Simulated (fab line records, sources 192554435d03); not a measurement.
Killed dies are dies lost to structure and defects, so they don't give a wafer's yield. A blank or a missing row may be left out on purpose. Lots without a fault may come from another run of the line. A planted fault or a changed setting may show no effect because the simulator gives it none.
Chamber matching | flow n5_finfet | N5_SD_EPI_N_ETCH_35 on rie_diel-04: 4 sister chambers
The step etches SOC in N2/H2, overetch 108 nm, time 486 s. 14 wafers are shown with their chamber, then 7 later ones without.

WAFERS WITH THEIR CHAMBER
wafer  | chamber | showerhead_plenum_p_Torr (Torr) | drypump_motor_current_A (A) | oes_product_au (a.u.)
L074.1 | 0       | 2.65                            | 6.1                         | 0.67
L074.3 | 2       | 2.51                            | 6.0                         | 0.66
L074.6 | 1       | 2.47                            | 5.1                         | 0.70
L078.1 | 1       | 2.46                            | 5.2                         | 0.70
L078.5 | 0       | 2.64                            | 6.1                         | 0.67
L078.6 | 1       | 2.46                            | 5.1                         | 0.70
L083.2 | 0       | 2.64                            | 6.2                         | 0.66
L083.3 | 1       | 2.46                            | 5.1                         | 0.69
L083.5 | 3       | 2.42                            | 5.5                         | 0.72
L084.2 | 3       | 2.42                            | 5.5                         | 0.71
L084.3 | 0       | 2.64                            | 6.1                         | 0.66
L084.5 | 3       | 2.42                            | 5.5                         | 0.71
L085.1 | 1       | 2.46                            | 5.1                         | 0.69
L085.4 | 0       | 2.64                            | 6.1                         | 0.66

SIGNATURES (means of the wafers above)
reading                  | chamber 0 | chamber 1 | chamber 2 | chamber 3 | scatter within a chamber
showerhead_plenum_p_Torr | 2.6420    | 2.4620    | 2.5100    | 2.4200    | 0.004
drypump_motor_current_A  | 6.120     | 5.120     | 6.000     | 5.500     | 0.04
oes_product_au           | 0.6640    | 0.6960    | 0.6600    | 0.7133    | 0.00554
Rule: a wafer's distance from a chamber is the root of the sum, over the readings, of the square of ((its reading less the chamber's mean) divided by the reading's scatter). The wafer belongs to the nearest chamber; if the next one is less than 2 further off, it can't be placed. The scatter: the root of (the sum of the squares of (reading less its chamber's mean) over the shown wafers, divided by (wafers less chambers)).

WAFERS WITHOUT THEIR CHAMBER
wafer  | showerhead_plenum_p_Torr (Torr) | drypump_motor_current_A (A) | oes_product_au (a.u.)
L085.5 | 2.50                            | 6.0                         | 0.65
L089.1 | 2.41                            | 5.5                         | 0.70
L089.3 | 2.50                            | 6.0                         | 0.64
L089.5 | 2.50                            | 6.0                         | 0.64
L093.2 | 2.45                            | 5.2                         | 0.68
L093.4 | 2.50                            | 6.0                         | 0.63
L093.5 | 2.50                            | 6.0                         | 0.64

WHICH CHAMBER EACH WENT THROUGH
wafer  | from the rows above | in truth
L085.5 | 2                   | 2
L089.1 | 3                   | 3
L089.3 | 2                   | 2
L089.5 | 2                   | 2
L093.2 | 1                   | 1
L093.4 | 2                   | 2
L093.5 | 2                   | 2
Placed correctly: 7 of 7. Can't be placed from these rows: 0. Placed wrongly: 0.
